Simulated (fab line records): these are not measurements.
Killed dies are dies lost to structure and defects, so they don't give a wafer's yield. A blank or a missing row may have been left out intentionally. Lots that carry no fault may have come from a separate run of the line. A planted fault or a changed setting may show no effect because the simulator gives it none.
fab line records ; flow nand_harc
record lots=14; wafers=42; last_day=34
route steps=1302 shown A_STAIRCASE@716
lots with no fault: from the same line, run without faults
start_h: the number of hours between the record's first day and the start of the first shown wafer of the lot ; wait_h: hours since the lot's step before ; " same as the row above ; L1.1+2: a row that stands for several wafers ; - either no value or no given start ; * or withheld: withheld ; < > ~ a bound
route shown NAME@n: NAME is a module with steps in the file, n the number in the route of the first one ; usual: mean/standard deviation taken from wafers without a fault ; same: alike in all rows ; chamber/n: place in a boat ; sites: readings site by site ; _std_site: the standard deviation of these ; _edge_site: outer sites' mean less inner sites' ; radius_mm: how far each site lies from the wafer's centre ; mask NAME#n: copy n ; behind: tool/chamber where the wafer was last shaped ; hold: why the lot was held/for how many hours/how that ended ; device: whichever transistor did not switch (one of n, p or np) ; end of line: at the end of the route, the tests of the same wafers ; for a step that has no rows: nothing shown but its recipe ; killed: at the first sort, the dies lost to defects and structure; wafer yield is something else ; map: per-die view of a wafer (x killed, . not killed, _ where there is no die)
set.NAME: the setting as run; set.NAME@STEP: as run at that earlier step ; model.NAME: the simulator's own value behind a step, which no gauge read
steps of the route over a sample of lots; a table a step, a row a wafer
services: when a tool's chamber went out of use (start_h, in hours from the record's first day, below 0 if earlier), for how many hours, and the reason
## steps
# step NHARC_A_STAIRCASE_TRIM_202
# recipe time_s=211.2; o2_flow_sccm=500; ar_flow_sccm=0; bias_w=0; chemistry=O2
# usual drypump_motor_current_A=5.9/0.5; oes_product_au=1.002/0.01; rf_vpp_V=57.8/0.89; showerhead_plenum_p_Torr=3.56/0.13; throttle_valve_pct=17.036/0.01
lot.wafer;tool;chamber;start_h;wait_h;drypump_motor_current_A;oes_product_au;rf_hours_counter_h;rf_vpp_V;showerhead_plenum_p_Torr;throttle_valve_pct
L738.2;rie_diel-04;1;-;-;5.3;1.004;0;59.0;3.74;17.051
L738.3;rie_diel-04;3;-;-;6.4;0.996;0;57.8;3.45;17.045
L738.5;rie_diel-04;2;-;-;5.7;0.999;-;58.4;3.60;17.033
L739.4;rie_diel-01;0;-;-;5.3;1.008;52;59.3;3.78;17.040
L739.1;rie_diel-01;1;-;-;5.2;0.999;51;59.2;3.61;17.031
L739.6;rie_diel-01;3;-;-;5.9;1.020;-;56.9;3.36;17.032
L740.2;rie_diel-09;2;-;-;5.8;1.017;16;58.1;3.55;17.043
L740.4;rie_diel-09;3;-;-;5.7;1.009;14;58.1;3.68;17.034
L740.1;rie_diel-09;0;-;-;6.2;1.004;15;57.3;3.33;17.023
L743.1;rie_diel-01;0;-;-;5.3;1.007;13;57.6;3.77;17.046
L743.2;rie_diel-01;1;-;-;5.2;0.992;13;56.6;3.60;17.035
L743.4;rie_diel-01;2;-;-;6.6;0.999;-;57.8;3.62;17.044
L741.2;rie_diel-09;2;-;-;5.9;1.014;33;57.3;3.54;17.019
L741.3;rie_diel-09;3;-;-;5.7;1.009;30;59.2;3.67;17.046
L741.4;rie_diel-09;0;-;-;6.2;0.996;29;58.1;3.33;17.026
L750.3;rie_diel-01;2;-;-;6.6;1.004;24;59.1;3.61;17.024
L750.1;rie_diel-01;0;-;-;5.3;1.003;31;59.1;3.76;17.026
L750.4;rie_diel-01;1;-;-;5.2;0.992;27;56.6;3.60;17.035
L751.3;rie_diel-01;3;-;-;6.0;1.005;37;57.7;3.34;17.040
L751.1;rie_diel-01;0;-;-;5.3;1.013;42;57.2;3.75;17.053
L751.5;rie_diel-01;1;-;-;5.2;0.989;-;58.9;3.59;17.043
L752.4;rie_diel-09;0;-;-;6.2;1.008;1;57.8;3.31;17.029
L752.6;rie_diel-09;2;-;-;5.8;1.023;-;57.9;3.52;17.042
L752.5;rie_diel-09;3;-;-;5.7;1.001;-;59.1;3.66;17.031
L754.2;rie_diel-04;3;-;-;6.4;0.988;47;58.1;3.43;17.031
L754.5;rie_diel-04;1;-;-;5.3;0.995;-;56.2;3.71;17.032
L754.4;rie_diel-04;0;-;-;5.2;0.994;-;58.3;3.56;17.039
L757.4;rie_diel-01;3;-;-;6.0;1.003;0;56.3;3.33;17.033
L757.5;rie_diel-01;0;-;-;5.3;1.007;-;58.6;3.74;17.028
L757.6;rie_diel-01;1;-;-;5.2;0.995;-;58.6;3.58;17.052
L758.4;rie_diel-04;0;-;-;5.2;0.993;10;58.1;3.55;17.039
L758.3;rie_diel-04;2;-;-;5.6;1.000;10;56.2;3.56;17.033
L758.2;rie_diel-04;3;-;-;6.4;0.985;9;58.7;3.42;17.048
L760.3;rie_diel-09;1;-;-;6.6;1.009;25;57.6;3.56;17.037
L760.1;rie_diel-09;2;-;-;5.8;1.013;28;56.4;3.51;17.040
L760.2;rie_diel-09;3;-;-;5.7;1.000;27;57.7;3.64;17.015
L759.1;rie_diel-09;1;-;-;6.6;1.001;27;58.5;3.56;17.017
L759.2;rie_diel-09;3;-;-;5.7;1.004;30;57.5;3.64;17.031
L759.5;rie_diel-09;2;-;-;5.8;1.012;-;58.2;3.51;17.034
L761.3;rie_diel-09;3;-;-;5.7;0.995;34;57.0;3.64;17.025
L761.5;rie_diel-09;3;-;-;5.7;1.000;-;58.9;3.64;17.047
L761.6;rie_diel-09;0;-;-;6.2;0.997;-;57.4;3.29;17.024
# step NHARC_A_STAIRCASE_ETCH_225
# recipe target_depth_a=1000; time_s=40.5; ion_energy_ev=400; c4f8_flow_sccm=20; o2_flow_sccm=10; ar_flow_sccm=withheld; rf_w=600; bias_w=1000; chemistry=C4F8/O2
# usual bias_w=1000.4/3; chamber_pressure_mTorr=24.999/0.021; oes_product_au=0.944/0.013; rf_vpp_V=897/4.7
lot.wafer;tool;chamber;start_h;wait_h;bias_w;chamber_pressure_mTorr;oes_product_au;rf_hours_counter_h;rf_vpp_V
L738.2;rie_diel-09;0;368.34;-;999.7;24.989;0.932;14;890
L738.3;rie_diel-09;3;368.34;-;1004.5;24.982;0.950;12;903
L738.5;rie_diel-09;0;368.34;-;999.8;24.984;0.943;-;888
L739.1;rie_diel-01;1;380.79;-;1005.2;24.981;0.932;51;899
L739.4;rie_diel-01;3;380.79;-;1001.0;24.978;0.952;-;888
L739.6;rie_diel-01;2;380.79;-;1007.6;25.011;0.937;-;900
L740.4;rie_diel-09;2;380.99;-;1004.1;25.028;0.966;16;898
L740.1;rie_diel-09;3;380.99;-;1000.3;24.992;0.966;14;902
L740.2;rie_diel-09;0;380.99;-;999.7;25.027;0.930;16;890
L743.2;rie_diel-01;2;424.09;-;-;-;-;-;-
L743.1;rie_diel-01;0;424.09;-;-;-;-;-;-
L743.4;rie_diel-01;0;424.09;-;-;-;-;-;-
L741.4;rie_diel-04;0;424.64;-;-;-;-;-;-
L741.2;rie_diel-04;1;424.64;-;-;-;-;-;-
L741.3;rie_diel-04;3;424.64;-;-;-;-;-;-
L750.1;rie_diel-04;1;470.50;-;998.0;24.984;0.931;31;902
L750.3;rie_diel-04;0;470.50;-;998.8;25.023;0.923;32;897
L750.4;rie_diel-04;2;470.50;-;995.1;25.009;0.928;-;899
L751.3;rie_diel-01;1;503.64;-;1002.0;24.960;0.928;37;899
L751.1;rie_diel-01;3;503.64;-;995.3;24.990;0.947;37;888
L751.5;rie_diel-01;1;503.64;-;1001.3;25.031;0.941;-;898
L752.4;rie_diel-04;3;514.62;-;999.0;25.009;0.924;42;892
L752.5;rie_diel-04;1;514.62;-;1001.2;25.001;0.956;-;904
L752.6;rie_diel-04;2;514.62;-;998.5;24.997;0.935;-;898
L754.2;rie_diel-04;0;530.39;-;997.0;24.992;0.934;58;897
L754.4;rie_diel-04;1;530.39;-;999.1;24.959;0.946;56;903
L754.5;rie_diel-04;0;530.39;-;997.7;25.021;0.938;-;896
L757.4;rie_diel-09;2;572.15;-;1003.5;25.010;0.954;24;896
L757.6;rie_diel-09;2;572.15;-;1004.4;24.996;0.951;-;895
L757.5;rie_diel-09;3;572.15;-;999.1;25.004;0.938;-;899
L758.4;rie_diel-04;2;584.82;-;1000.5;24.996;0.949;11;897
L758.3;rie_diel-04;0;584.82;-;999.9;25.010;0.945;11;898
L758.2;rie_diel-04;1;584.82;-;1000.6;25.003;0.940;5;902
L760.2;rie_diel-01;2;586.54;-;1007.2;25.021;0.941;9;898
L760.3;rie_diel-01;0;586.54;-;996.5;25.057;0.951;7;904
L760.1;rie_diel-01;1;586.54;-;1001.9;25.018;0.942;8;897
L759.2;rie_diel-09;1;592.51;-;1001.4;24.993;0.963;28;897
L759.1;rie_diel-09;3;592.51;-;996.4;25.005;0.956;30;900
L759.5;rie_diel-09;0;592.51;-;997.8;24.941;0.972;-;888
L761.3;rie_diel-09;0;613.77;-;1001.2;24.987;0.932;32;887
L761.5;rie_diel-09;2;613.77;-;998.8;25.007;0.939;-;895
L761.6;rie_diel-09;3;613.77;-;995.7;25.034;0.926;-;900
# step NHARC_A_STAIRCASE_ETCH_230
# recipe target_depth_a=1000; time_s=40.5; ion_energy_ev=400; c4f8_flow_sccm=20; o2_flow_sccm=10; ar_flow_sccm=withheld; rf_w=600; bias_w=1000; chemistry=C4F8/O2
# usual bias_w=1000/3; chamber_pressure_mTorr=25.004/0.023; oes_product_au=0.948/0.018; rf_vpp_V=897/4.8
lot.wafer;tool;chamber;start_h;wait_h;bias_w;chamber_pressure_mTorr;oes_product_au;rf_hours_counter_h;rf_vpp_V
L738.3;rie_diel-04;3;-;-;1001;25.021;0.963;1;893
L738.2;rie_diel-04;1;-;-;1005;25.039;0.980;1;902
L738.5;rie_diel-04;2;-;-;1004;24.980;0.962;-;897
L739.1;rie_diel-09;1;-;-;1004;25.029;0.926;18;899
L739.4;rie_diel-09;3;-;-;1000;25.020;0.935;14;902
L739.6;rie_diel-09;1;-;-;1001;25.035;0.936;-;900
L740.1;rie_diel-09;2;-;-;1000;24.989;0.964;16;896
L740.4;rie_diel-09;3;-;-;1000;25.028;0.936;14;901
L740.2;rie_diel-09;0;-;-;995;25.030;0.934;16;889
L743.2;rie_diel-01;0;-;-;1004;25.009;0.950;13;905
L743.4;rie_diel-01;1;-;-;1004;24.967;0.935;14;898
L743.1;rie_diel-01;3;-;-;998;24.958;0.932;5;889
L741.4;rie_diel-09;0;-;-;998;25.009;0.956;30;889
L741.2;rie_diel-09;1;-;-;1001;24.965;0.992;32;897
L741.3;rie_diel-09;2;-;-;1002;25.010;1.000;34;896
L750.4;rie_diel-09;2;-;-;998;24.976;0.970;52;896
L750.3;rie_diel-09;3;-;-;999;25.006;0.955;46;902
L750.1;rie_diel-09;0;-;-;1002;25.014;0.926;43;888
L751.1;rie_diel-01;2;-;-;1002;25.010;0.945;37;898
L751.3;rie_diel-01;3;-;-;1001;25.005;0.940;37;890
L751.5;rie_diel-01;2;-;-;1001;24.992;0.936;-;900
L752.4;rie_diel-09;1;-;-;997;25.010;0.952;1;898
L752.5;rie_diel-09;1;-;-;1000;24.968;0.957;-;898
L752.6;rie_diel-09;2;-;-;995;24.972;0.961;-;896
L754.4;rie_diel-04;2;-;-;995;25.025;0.942;54;897
L754.2;rie_diel-04;0;-;-;1001;25.000;0.935;59;898
L754.5;rie_diel-04;2;-;-;998;24.972;0.943;-;898
L757.6;rie_diel-04;3;-;-;998;24.982;0.949;-;892
L757.5;rie_diel-04;0;-;-;1001;24.994;0.955;-;898
L757.4;rie_diel-04;2;-;-;1001;24.997;0.959;-;898
L758.3;rie_diel-09;2;-;-;999;24.988;0.943;28;895
L758.2;rie_diel-09;0;-;-;1002;24.988;0.920;25;887
L758.4;rie_diel-09;1;-;-;1001;25.022;0.919;25;898
L760.2;rie_diel-09;1;-;-;999;25.018;0.973;26;897
L760.1;rie_diel-09;2;-;-;999;25.007;0.978;29;895
L760.3;rie_diel-09;3;-;-;998;25.032;0.975;28;898
L759.2;rie_diel-09;2;-;-;1006;24.973;0.948;31;895
L759.1;rie_diel-09;1;-;-;998;25.000;0.946;28;898
L759.5;rie_diel-09;2;-;-;1006;24.977;0.956;-;896
L761.3;rie_diel-04;1;-;-;1003;25.029;0.930;17;904
L761.6;rie_diel-04;1;-;-;1002;25.042;0.924;-;902
L761.5;rie_diel-04;2;-;-;998;24.986;0.951;-;897
# step NHARC_A_STAIRCASE_TRIM_233
# recipe time_s=211.2; o2_flow_sccm=500; ar_flow_sccm=0; bias_w=0; chemistry=O2
# usual drypump_motor_current_A=5.9/0.49; oes_product_au=1.003/0.011; rf_vpp_V=57.8/0.76; showerhead_plenum_p_Torr=3.56/0.13; throttle_valve_pct=17.036/0.0092
lot.wafer;tool;chamber;start_h;wait_h;drypump_motor_current_A;oes_product_au;rf_hours_counter_h;rf_vpp_V;showerhead_plenum_p_Torr;throttle_valve_pct
L738.3;rie_diel-04;2;-;-;5.7;0.993;2;57.5;3.60;17.019
L738.2;rie_diel-04;0;-;-;5.2;0.998;1;58.3;3.59;17.031
L738.5;rie_diel-04;1;-;-;5.3;0.990;-;57.1;3.74;17.028
L739.1;rie_diel-09;3;-;-;5.7;1.012;15;59.2;3.68;17.048
L739.4;rie_diel-09;1;-;-;6.6;1.006;18;57.8;3.60;17.043
L739.6;rie_diel-09;0;-;-;6.2;0.990;-;59.0;3.33;17.038
L740.4;rie_diel-09;1;-;-;6.6;1.005;18;57.1;3.60;17.045
L740.2;rie_diel-09;2;-;-;5.8;1.026;17;58.3;3.55;17.048
L740.1;rie_diel-09;3;-;-;5.7;0.998;15;59.1;3.68;17.042
L741.2;rie_diel-09;2;-;-;5.8;1.017;35;58.2;3.54;17.024
L741.3;rie_diel-09;3;-;-;5.7;0.998;32;58.4;3.67;17.038
L741.4;rie_diel-09;0;-;-;6.2;0.983;30;56.7;3.32;17.051
L743.1;rie_diel-01;3;-;-;6.0;1.006;6;57.9;3.35;17.031
L743.4;rie_diel-01;0;-;-;5.3;1.009;15;57.3;3.77;17.043
L743.2;rie_diel-01;2;-;-;6.6;0.999;11;56.7;3.62;17.054
L750.1;rie_diel-09;3;-;-;5.7;1.003;46;57.2;3.66;17.025
L750.3;rie_diel-09;0;-;-;6.2;0.972;44;56.3;3.32;17.031
L750.4;rie_diel-09;1;-;-;6.6;0.993;50;57.3;3.58;17.036
L751.1;rie_diel-01;0;-;-;5.3;0.993;43;58.6;3.75;17.028
L751.3;rie_diel-01;1;-;-;5.2;0.993;38;56.0;3.59;17.025
L751.5;rie_diel-01;2;-;-;6.6;0.998;-;57.5;3.60;17.038
L752.4;rie_diel-09;0;-;-;6.2;1.001;2;56.9;3.31;17.027
L752.5;rie_diel-09;2;-;-;5.8;1.018;-;56.4;3.52;17.043
L752.6;rie_diel-09;3;-;-;5.7;0.997;-;58.8;3.66;17.049
L754.2;rie_diel-04;0;-;-;5.2;1.001;59;57.5;3.56;17.056
L754.4;rie_diel-04;1;-;-;5.2;1.002;57;56.9;3.71;17.037
L754.5;rie_diel-04;1;-;-;5.3;0.999;-;57.4;3.71;17.054
L757.5;rie_diel-04;0;-;-;5.2;0.998;-;57.3;3.56;17.027
L757.4;rie_diel-04;2;-;-;5.6;1.008;-;57.8;3.56;17.039
L757.6;rie_diel-04;3;-;-;6.4;0.993;-;58.3;3.42;17.024
L758.3;rie_diel-09;3;-;-;5.7;1.001;28;57.1;3.64;17.030
L758.4;rie_diel-09;0;-;-;6.2;1.011;25;57.3;3.30;17.045
L758.2;rie_diel-09;1;-;-;6.6;1.003;25;56.5;3.56;17.048
L760.2;rie_diel-09;3;-;-;5.7;1.007;29;58.4;3.64;17.050
L760.3;rie_diel-09;0;-;-;6.2;1.013;25;56.2;3.30;17.031
L760.1;rie_diel-09;1;-;-;6.6;1.011;26;57.1;3.56;17.035
L759.1;rie_diel-09;3;-;-;5.7;0.995;31;58.8;3.64;17.034
L759.2;rie_diel-09;1;-;-;6.6;1.001;28;58.8;3.56;17.030
L759.5;rie_diel-09;3;-;-;5.7;1.004;-;57.4;3.64;17.042
L761.3;rie_diel-04;3;-;-;6.5;0.981;20;57.6;3.41;17.047
L761.5;rie_diel-04;3;-;-;6.5;0.988;-;57.6;3.41;17.050
L761.6;rie_diel-04;0;-;-;5.2;0.992;-;57.4;3.55;17.025
## services
tool;chamber;start_h;hours;kind
rie_diel-09;0;355.43;-;clean
rie_diel-09;1;355.43;-;clean
rie_diel-09;2;355.43;-;clean
rie_diel-09;3;355.43;-;clean
rie_diel-04;-;355.63;9.0;pm
rie_diel-01;2;361.11;8.2;repair
rie_diel-09;0;374.58;1.4;repair
rie_diel-04;2;374.58;1.4;repair
rie_diel-09;0;379.93;-;clean
rie_diel-09;1;379.93;-;clean
rie_diel-09;2;379.93;-;clean
rie_diel-09;3;379.93;-;clean
rie_diel-01;-;380.98;9.0;pm
rie_diel-04;3;384.01;14.6;repair
rie_diel-09;0;404.43;-;clean
rie_diel-01;3;409.01;15.4;repair
rie_diel-01;2;411.48;2.7;repair
rie_diel-04;-;457.47;0.5;repair
rie_diel-09;-;498.49;9.0;pm
rie_diel-04;-;533.12;9.0;pm
rie_diel-01;3;541.46;4.9;repair
rie_diel-01;-;557.98;9.0;pm
rie_diel-04;1;560.84;20.0;repair
rie_diel-04;2;587.25;2.7;repair
## key
first_sign step=NHARC_A_STAIRCASE_ETCH_225; reading=tool_record; direction=missing
effect none on later readings
met_at NHARC_A_STAIRCASE_ETCH_225
struck_lots L741,L743
later_rows_left_out L741.2,L741.3,L741.4,L743.1,L743.2,L743.4
sort_left_out L741.2,L741.3,L741.4,L743.1,L743.2,L743.4
tester_left_out L741,L743
not_acting_at NHARC_A_STAIRCASE_TRIM_202,NHARC_A_STAIRCASE_ETCH_230,NHARC_A_STAIRCASE_TRIM_233
onset_between 380.79 424.09
fault kind=skipped_step_whole; tool=rie_diel-01,rie_diel-04; chamber=-; onset_h=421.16; steps=NHARC_A_STAIRCASE_ETCH_225; scope=struck_lots_only
# tester_left_out: of these lots the tester's yield and bins aren't shown, on N5 and GAA mostly nor the transistor test; their killed dies are dies lost to structure and defects alone, not to doping, threshold or leakage, so they don't give the yield
# sort_left_out: the simulated sort isn't trusted on such a fault, so these wafers' sort isn't shown, and their yield isn't known
# later_rows_left_out: the simulator's readings of these wafers behind a module that went badly wrong aren't trusted and aren't shown, but for the sort
